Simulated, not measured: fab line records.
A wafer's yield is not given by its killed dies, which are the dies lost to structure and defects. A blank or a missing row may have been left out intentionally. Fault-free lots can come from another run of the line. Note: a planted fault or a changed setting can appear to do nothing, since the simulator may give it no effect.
fab line records	flow nand_harc
[record] lots = 4	wafers = 12	last_day = 33
route steps=1302 shown A_ONON_D2@560 A_CHANNEL_HOLE_D2@570 END@1302
lots untouched by any fault: they come from a run of this same line in which no faults occurred
start_h: hours from the record's opening day to when the first of the lot's shown wafers began	wait_h: hours from the lot's prior step to this one	" repeats the value in the row above	L1.1+2: a row that stands for several wafers	- no value, or no start given	* or withheld: withheld	< > ~ a bound
route shown NAME@n: a module of which the file shows steps, and the number in the route of the first	usual: the fault-free wafers' mean and standard deviation	same: alike in all rows	chamber/n: place in a boat	sites: the reading at each site	_std_site: how widely they spread, as a standard deviation	_edge_site: mean of outer sites minus mean of inner sites	radius_mm: how far each site lies from the wafer's centre	mask NAME#n: copy n	behind: the tool/chamber that last shaped the wafer	hold: the reason the lot was held/the length of the hold in hours/how it ended	device: the transistor (n, p or np) that didn't switch	end of line: tests of these same wafers at the route's end	a step given without rows: its recipe and nothing more	killed: not the wafer's yield, but the dies lost to structure and defects at the first sort	map: a wafer's dies, marking killed ones x, the rest . and places with no die _
set.NAME: the run value of the setting; set.NAME@STEP: its run value at that earlier step	model.NAME: the simulator's own value behind a step, which no gauge read
certain route steps with their lots: each step a table, each wafer a row
services: a tool's chamber out of use, with start hour (start_h, from the record's first day; less than 0 if before it), hours out, and reason
[[steps]]
[step NHARC_A_ONON_D2_DEP_22]
[recipe] target_thk_a = 10000	n2_flow_sccm = 2750	n2o_flow_sccm = 2000	nh3_flow_sccm = 500	sih4_flow_sccm = 210	temp_c = 400
[step NHARC_A_ONON_D2_DEP_25]
[recipe] target_thk_a = 10000	n2_flow_sccm = 2750	n2o_flow_sccm = 2000	nh3_flow_sccm = 500	sih4_flow_sccm = 210	temp_c = 400
[step NHARC_A_ONON_D2_DEP_28]
[recipe] target_thk_a = 10000	n2_flow_sccm = 2750	n2o_flow_sccm = 2000	nh3_flow_sccm = 500	sih4_flow_sccm = 210	temp_c = 400
[step NHARC_A_ONON_D2_DEP_33]
[recipe] target_thk_a = 2000	temp_c = 400	pressure_torr = 6.5	rf_w = 900	teos_flow_sccm = 161.4	flow_sccm = 2650	target_thk_nm = 200	gas = O2	material = SiO2
[step NHARC_A_CHANNEL_HOLE_D2_DEP_00]
[recipe] target_thk_a = 31000	temp_c = 400	material = aC
[step NHARC_A_CHANNEL_HOLE_D2_DEP_01]
[recipe] target_thk_a = 1400	target_thk_nm = 140	temp_c = 400	pressure_torr = 3.5	flow_sccm = 200	rf_w = 350	material = SiON
[usual] heater_power_w = 722/83
lot.wafer	tool	chamber	start_h	wait_h	heater_power_w
L834.3	pecvd-04	0	356.08	1.0	703
L834.4	"	0	"	"	713
L834.6	"	2	"	"	747
L842.1	pecvd-04	0	445.32	1.6	786
L842.2	"	1	"	"	595
L842.6	"	2	"	"	715
L843.1	pecvd-04	1	463.72	1.7	667
L843.4	"	2	"	"	683
L843.6	"	0	"	"	723
L848.3	pecvd-01	0	506.86	1.0	641
L848.6	"	1	"	"	664
L848.4	"	2	"	"	638
[step NHARC_A_CHANNEL_HOLE_D2_DEHYDRATE_02]
[recipe] temp_c = 150	time_s = 120
[step NHARC_A_CHANNEL_HOLE_D2_HMDS_03]
[recipe] time_s = 30
[step NHARC_A_CHANNEL_HOLE_D2_COAT_36]
[recipe] temp_c = 260	time_s = 75
[step NHARC_A_CHANNEL_HOLE_D2_COAT_37]
[recipe] temp_c = 225	time_s = 65
[step NHARC_A_CHANNEL_HOLE_D2_COAT_04]
[recipe] spin_rpm = 1500	resist_thk_nm = 90
[step NHARC_A_CHANNEL_HOLE_D2_SOFTBAKE_05]
[recipe] temp_c = 105	time_s = 55
[step NHARC_A_CHANNEL_HOLE_D2_EBR_06]
[step NHARC_A_CHANNEL_HOLE_D2_EXPOSE_07]
[recipe] na = 1.35	target_cd_nm = 100	sigma_outer = 0.3	dose_mj = 59.65	mask_id = HOLE_D2
[step NHARC_A_CHANNEL_HOLE_D2_PEB_08]
[recipe] peb_temp_c = 100	peb_time_s = 65
[step NHARC_A_CHANNEL_HOLE_D2_DEVELOP_09]
[recipe] develop_time_s = 35	dev_temp_c = 23
[step NHARC_A_CHANNEL_HOLE_D2_INSPECT_12]
[usual] raw_defect_count = 25/22
lot.wafer	tool	chamber	start_h	wait_h	raw_defect_count
L834.3	defect_inspect-01	-	356.93	0.0	5
L834.4	"	-	"	"	10
L834.6	"	-	"	"	5
L842.1	defect_inspect-01	-	446.17	0.0	400
L842.2	"	-	"	"	425
L842.6	"	-	"	"	395
L843.1	defect_inspect-02	-	464.38	0.0	397
L843.4	"	-	"	"	390
L843.6	"	-	"	"	375
L848.3	defect_inspect-02	-	507.70	0.0	7
L848.4	"	-	"	"	3
L848.6	"	-	"	"	9
[step NHARC_A_CHANNEL_HOLE_D2_DESCUM_15]
[recipe] time_s = 3	o2_flow_sccm = 200	ar_flow_sccm = 0	bias_power_w = 0	chemistry = O2
[step NHARC_A_CHANNEL_HOLE_D2_ETCH_38]
[recipe] target_depth_a = 390	over_etch_frac = 0.3	time_s = 65	ion_energy_ev = 80	cf4_flow_sccm = 150	ar_flow_sccm = 0	rf_w = 300	bias_w = 100	chemistry = CF4
[step NHARC_A_CHANNEL_HOLE_D2_ETCH_39]
[recipe] target_depth_a = 2600	over_etch_frac = 0.3	time_s = 325	ion_energy_ev = 200	n2_flow_sccm = 150	h2_flow_sccm = 150	ar_flow_sccm = 0	rf_w = 400	bias_w = 150	chemistry = N2/H2
[step NHARC_A_CHANNEL_HOLE_D2_ETCH_34]
[recipe] target_depth_a = 1540	time_s = 77	cf4_flow_sccm = 100	chf3_flow_sccm = 30	ar_flow_sccm = 0	rf_w = 500	bias_w = 200	chemistry = CF4/CHF3
[step NHARC_A_CHANNEL_HOLE_D2_ETCH_16]
[recipe] target_depth_a = 31000	over_etch_frac = 0.3	time_s = 806	ion_energy_ev = 150	o2_flow_sccm = 400	cos_flow_sccm = 20	ar_flow_sccm = 0	rf_w = 500	bias_w = 300	chemistry = O2/COS
[step NHARC_A_CHANNEL_HOLE_D2_ETCH_19]
[recipe] bias_v = 1200	source_w = 2500	pressure_mtorr = 15	time_s = 34.5	ar_flow_sccm = 375	c4f8_flow_sccm = 28.8	o2_flow_sccm = 96.2	temp_c = -20	target_depth_a = *	chemistry = C4F8/O2/Ar
[step NHARC_A_CHANNEL_HOLE_D2_ETCH_20]
[recipe] bias_v = 3000	source_w = withheld	pressure_mtorr = 20	time_s = 361.9	ar_flow_sccm = 375	c4f8_flow_sccm = 89.3	o2_flow_sccm = 35.7	temp_c = -20	target_depth_a = 16000	chemistry = C4F8/O2/Ar
[step NHARC_A_CHANNEL_HOLE_D2_ETCH_21]
[recipe] bias_v = 3000	source_w = withheld	pressure_mtorr = 20	time_s = 514.3	ar_flow_sccm = 375	c4f8_flow_sccm = 89.3	o2_flow_sccm = 35.7	temp_c = -20	target_depth_a = 16000	chemistry = C4F8/O2/Ar
[step NHARC_A_CHANNEL_HOLE_D2_ETCH_22]
[recipe] bias_v = 3000	source_w = withheld	pressure_mtorr = 20	time_s = 666.7	ar_flow_sccm = 375	c4f8_flow_sccm = 89.3	o2_flow_sccm = 35.7	temp_c = -20	target_depth_a = 16000	chemistry = C4F8/O2/Ar
[step NHARC_A_CHANNEL_HOLE_D2_ETCH_23]
[recipe] bias_v = 5000	source_w = withheld	pressure_mtorr = 20	time_s = 819	ar_flow_sccm = 375	c4f8_flow_sccm = 89.3	o2_flow_sccm = 35.7	temp_c = -20	target_depth_a = 16000	chemistry = C4F8/O2/Ar
[step NHARC_A_CHANNEL_HOLE_D2_ETCH_24]
[recipe] bias_v = 5000	source_w = withheld	pressure_mtorr = 20	time_s = 906.2	ar_flow_sccm = 375	c4f8_flow_sccm = 93.8	o2_flow_sccm = 31.2	temp_c = -20	target_depth_a = 15000	chemistry = C4F8/O2/Ar
[step NHARC_A_CHANNEL_HOLE_D2_ETCH_25]
[recipe] bias_v = 5000	source_w = withheld	pressure_mtorr = 20	time_s = 1040.2	ar_flow_sccm = 375	c4f8_flow_sccm = 93.8	o2_flow_sccm = 31.2	temp_c = -20	target_depth_a = 15000	chemistry = C4F8/O2/Ar
[step NHARC_A_CHANNEL_HOLE_D2_ETCH_26]
[recipe] bias_v = 300	source_w = 2000	pressure_mtorr = 30	time_s = 224.1	ar_flow_sccm = 375	c4f8_flow_sccm = 11.4	o2_flow_sccm = 113.6	temp_c = -20	target_depth_a = 3000	chemistry = C4F8/O2/Ar
[step NHARC_A_CHANNEL_HOLE_D2_ETCH_27]
[recipe] bias_v = 400	source_w = 2000	pressure_mtorr = 25	time_s = 90	ar_flow_sccm = 375	c4f8_flow_sccm = 41.7	o2_flow_sccm = 83.3	temp_c = -20	target_depth_a = 4000	chemistry = C4F8/O2/Ar
[step NHARC_A_CHANNEL_HOLE_D2_STRIP_41]
[recipe] n2_flow_sccm = 150	h2_flow_sccm = 150	ar_flow_sccm = 0	bias_w = 0	chemistry = N2/H2
[step NHARC_A_CHANNEL_HOLE_D2_INSPECT_40]
[usual] raw_defect_count = 270/84
lot.wafer	tool	chamber	start_h	wait_h	raw_defect_count
L834.3	defect_inspect-02	-	366.79	-	308
L834.4	"	-	"	"	274
L834.6	"	-	"	"	476
L842.1	defect_inspect-02	-	453.11	-	589
L842.2	"	-	"	"	622
L842.6	"	-	"	"	641
L843.1	defect_inspect-01	-	471.31	-	724
L843.4	"	-	"	"	728
L843.6	"	-	"	"	676
L848.3	defect_inspect-02	-	516.46	-	163
L848.4	"	-	"	"	235
L848.6	"	-	"	"	164
[step NHARC_END_SORT_01]
[recipe] temp_c = 25
[usual] killed_at_array = 50/18	killed_at_other = 0.8/1.1	killed_at_periphery = 4.1/2.9	killed_dies = 55/18	killed_open = 3.5/1.9	killed_short = 2.4/1.5
[same] gross_dies = 677
lot.wafer	tool	chamber	start_h	wait_h	killed_at_array	killed_at_other	killed_at_periphery	killed_dies	killed_open	killed_short
L834.3	prober-01	0	648.84	3.1	71	2	3	76	2	2
L834.4	prober-01	0	649.64	3.4	65	1	4	70	4	0
L834.6	prober-01	0	651.25	4.0	65	1	2	68	3	1
L842.1	prober-01	0	710.99	2.5	84	0	1	85	4	2
L842.2	prober-01	0	711.78	2.8	71	0	3	74	4	1
L842.6	prober-01	0	714.93	3.9	100	1	2	103	5	3
L843.1	prober-02	0	736.55	2.5	96	0	10	106	1	3
L843.4	prober-02	0	738.92	3.4	119	0	5	124	2	2
L843.6	prober-02	0	740.50	4.0	111	0	6	117	1	1
// killed by level:class
L834.3 A_CHANNEL_HOLE_D2:chamber_film_flake=29 A_SLIT:chamber_film_flake=26 A_CONTACT:chamber_film_flake=6 A_STAIRCASE:chamber_film_flake=3 A_WL_FILL:chamber_film_flake=3 THIN_TSV:chamber_film_flake=2 P_M0:geometric_particle:open=1 A_ONON_D2:geometric_particle:short=1
L834.4 A_SLIT:chamber_film_flake=27 A_CHANNEL_HOLE_D2:chamber_film_flake=24 A_CONTACT:chamber_film_flake=5 A_CHANNEL_HOLE_D1:chamber_film_flake=4 A_M0:geometric_particle:open=2 P_STI:chamber_film_flake=2 P_CONTACT:chamber_film_flake=2 A_CHANNEL_FILL_D2:geometric_particle:open=1
L834.6 A_SLIT:chamber_film_flake=27 A_CHANNEL_HOLE_D2:chamber_film_flake=25 A_WL_FILL:chamber_film_flake=4 A_CHANNEL_HOLE_D1:chamber_film_flake=2 A_CONTACT:chamber_film_flake=2 P_M0:geometric_particle:short=1 A_ONON_D2:geometric_particle:open=1 A_CHANNEL_FILL_D2:geometric_particle:open=1
L842.1 A_CHANNEL_HOLE_D2:unspecified=56 A_CHANNEL_HOLE_D2:chamber_film_flake=12 A_CHANNEL_HOLE_D1:chamber_film_flake=5 A_CONTACT:chamber_film_flake=3 A_ONON_D1:geometric_particle:short=1 A_ONON_D1:geometric_particle:open=1 A_DECK1_JOINT:geometric_particle:open=1 A_ONON_D2:geometric_particle:short=1
L842.2 A_CHANNEL_HOLE_D2:unspecified=42 A_CHANNEL_HOLE_D2:chamber_film_flake=10 A_CHANNEL_HOLE_D1:chamber_film_flake=6 A_SLIT:chamber_film_flake=4 A_CONTACT:chamber_film_flake=2 A_WL_FILL:chamber_film_flake=2 P_M2:geometric_particle:open=1 P_M2:geometric_particle:short=1
L842.6 A_CHANNEL_HOLE_D2:unspecified=59 A_CHANNEL_HOLE_D2:chamber_film_flake=21 A_CHANNEL_HOLE_D1:chamber_film_flake=10 A_WL_FILL:geometric_particle:open=2 A_SLIT:chamber_film_flake=2 A_WL_FILL:chamber_film_flake=2 P_GATE:geometric_particle:short=1 P_M0:geometric_particle:open=1
L843.1 A_CHANNEL_HOLE_D2:unspecified=39 A_SLIT:chamber_film_flake=21 A_CHANNEL_HOLE_D2:chamber_film_flake=13 P_GATE:chamber_film_flake=8 A_CHANNEL_HOLE_D1:chamber_film_flake=5 A_CONTACT:chamber_film_flake=5 A_SGD_CUT:chamber_film_flake=4 A_WL_FILL:chamber_film_flake=3
L843.4 A_CHANNEL_HOLE_D2:unspecified=62 A_SLIT:chamber_film_flake=23 A_CHANNEL_HOLE_D2:chamber_film_flake=13 A_CONTACT:chamber_film_flake=6 A_CHANNEL_HOLE_D1:chamber_film_flake=5 P_GATE:chamber_film_flake=3 A_SGD_CUT:chamber_film_flake=2 P_M0:geometric_particle:short=1
L843.6 A_CHANNEL_HOLE_D2:unspecified=54 A_SLIT:chamber_film_flake=19 A_CHANNEL_HOLE_D2:chamber_film_flake=14 A_CHANNEL_HOLE_D1:chamber_film_flake=11 A_SGD_CUT:chamber_film_flake=4 A_CONTACT:chamber_film_flake=3 P_GATE:chamber_film_flake=2 A_STAIRCASE:chamber_film_flake=2
[[services]]
tool	chamber	start_h	hours	kind
pecvd-01	0	442.94	2.9	repair
pecvd-04	-	450.06	13.0	pm
pecvd-04	0	450.06	13.0	vent_cycle
pecvd-04	1	450.06	13.0	vent_cycle
pecvd-04	2	450.06	13.0	vent_cycle
pecvd-04	0	463.06	-	clean
pecvd-04	1	463.06	-	clean
pecvd-04	2	463.06	-	clean
pecvd-01	-	492.31	13.0	pm
pecvd-01	0	492.31	13.0	vent_cycle
pecvd-01	1	492.31	13.0	vent_cycle
pecvd-01	2	492.31	13.0	vent_cycle
pecvd-01	0	505.31	-	clean
pecvd-01	1	505.31	-	clean
pecvd-01	2	505.31	-	clean
[[key]]
[first_sign] step = NHARC_A_CHANNEL_HOLE_D2_INSPECT_12	reading = raw_defect_count	direction = up	sigmas = 17	usual = 25	struck = 397
[effect] step = NHARC_A_CHANNEL_HOLE_D2_INSPECT_40	reading = raw_defect_count	direction = up	sigmas = 4.7	usual = 270	struck = 663
[effect] step = NHARC_END_SORT_01	reading = killed_at_array	direction = up	sigmas = 2.6	usual = 50	struck = 97	wafers_moved = 5
[more_kills_born_at] NHARC_A_CHANNEL_HOLE_D2_DEP_01@pecvd-04 = 312
met_at NHARC_A_CHANNEL_HOLE_D2_DEP_01
struck_wafers L842.1,L842.2,L842.6,L843.1,L843.4,L843.6
tester_left_out L842,L843
onset_between 356.08 445.32
[fault] kind = chamber_particle_source	tool = pecvd-04	chamber = -	onset_h = 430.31	steps = NHARC_A_CHANNEL_HOLE_D2_DEP_01	rate_per_visit_cm2 = 0.59932	end_h = 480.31
// tester_left_out: of these lots the tester's yield and bins aren't shown, on N5 and GAA mostly nor the transistor test; their killed dies are dies lost to structure and defects alone, not to doping, threshold or leakage, so they don't give the yield
